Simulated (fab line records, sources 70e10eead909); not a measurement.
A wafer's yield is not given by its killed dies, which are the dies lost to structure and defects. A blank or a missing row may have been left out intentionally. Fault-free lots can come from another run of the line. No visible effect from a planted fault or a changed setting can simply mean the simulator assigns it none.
A lot that was struck, set against a sound lot | flow nand_harc | 15 steps out of a route of 1302
Sound: these wafers, L121.1, L121.3, L121.6. The struck wafers were L123.2, L123.4, L123.5. Last of all comes the cause.
Each step with rows lists, per side, the tool, then ch with its chambers, then its first start. Under that, the readings that differ: sound wafers | struck wafers | difference of the means | sigmas: that difference in standard deviations of wafers without a fault.
alike: same words and numbers on both sides, and readings whose means sit less than 2 such deviations apart. not compared: any withheld reading, any reading some wafer has no value for, any bound like >300 that may hide the same value, and any number with overlapping values for which the record gives no deviation.
A row with sigmas, a row that says differs or no value, or rows on one side alone: a step with any of these is where the two part. Numbers that don't overlap but have no deviation are shown without sigmas and don't part them. Lack of a reading on every wafer of one side parts them only where that side has two or more wafers.

first, 9 steps without rows for these wafers: NHARC_P_ZERO_WELL_STRIP_28 (strips in SPM, time 840 s); NHARC_P_ZERO_WELL_DEHYDRATE_29 (time 120 s); NHARC_P_ZERO_WELL_HMDS_30 (time 30 s); NHARC_P_ZERO_WELL_COAT_31; NHARC_P_ZERO_WELL_SOFTBAKE_32 (time 95 s); NHARC_P_ZERO_WELL_EBR_33; NHARC_P_ZERO_WELL_EXPOSE_34 (exposes mask P PWELL, target cd 720 nm); NHARC_P_ZERO_WELL_PEB_35 (peb time 85 s); NHARC_P_ZERO_WELL_DEVELOP_36 (time 70 s).
NHARC_P_ZERO_WELL_CD_MEAS_37: the cd target is 720 nm.
  sound on cd_sem-02 ch 0, day 5 08:17; struck on cd_sem-03 ch 0, day 6 04:14
  alike: cd_nm
then, 1 step without rows for these wafers: NHARC_P_ZERO_WELL_HARDBAKE_38 (time 80 s).
NHARC_P_ZERO_WELL_DESCUM_39: chemistry O2, time 3 s.
  sound on rie_diel-08 ch 0,2,3, day 5 08:28; struck on rie_diel-08 ch 0,1,3, day 6 04:25
  alike: drypump_motor_current_A, oes_product_au, rf_vpp_V, showerhead_plenum_p_Torr, throttle_valve_pct
  not compared: rf_hours_counter_h
NHARC_P_ZERO_WELL_IMPLANT_40:
  sound on implanter-01 ch 0, day 5 08:35; struck on implanter-02 ch 0, day 6 04:34
  reading            | sound                            | struck                           | difference  | sigmas
  dose_ions_cm2      | 1.0001e+13 1.0009e+13 1.0006e+13 | 1.6368e+13 1.6365e+13 1.6357e+13 | +6.3580e+12 | +99 or more
  faraday_current_uA | 125.0 127.4 123.9                | 210.3 201.2 213.8                | +83.0       | +33
  alike: beam_energy_keV
after that, 1 step had no rows for these wafers: NHARC_P_ZERO_WELL_IMPLANT_59.
-- break in the record here, with 22 days between the starts of the struck wafers on either side (left off in module P_ZERO_WELL, picked up again in module END, where the first step shown is number 1302 on the route) --
NHARC_END_SORT_01:
  sound on prober-01 ch 0, day 28 01:33; struck on prober-02 ch 0, day 28 02:26
  reading         | sound    | struck   | difference | sigmas
  killed_at_array | 25 21 19 | 74 85 80 | +58        | +3
  killed_dies     | 27 28 21 | 82 89 87 | +61        | +3
  alike: killed_at_other, killed_at_periphery, killed_open, killed_short

## WHERE THEY PART
Last at NHARC_END_SORT_01 as far as this record goes, first at NHARC_P_ZERO_WELL_IMPLANT_40.

WHY: whatever the simulator had introduced
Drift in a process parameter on implanter-02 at NHARC_P_ZERO_WELL_IMPLANT_40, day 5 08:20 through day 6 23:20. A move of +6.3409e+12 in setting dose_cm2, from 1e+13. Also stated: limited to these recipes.
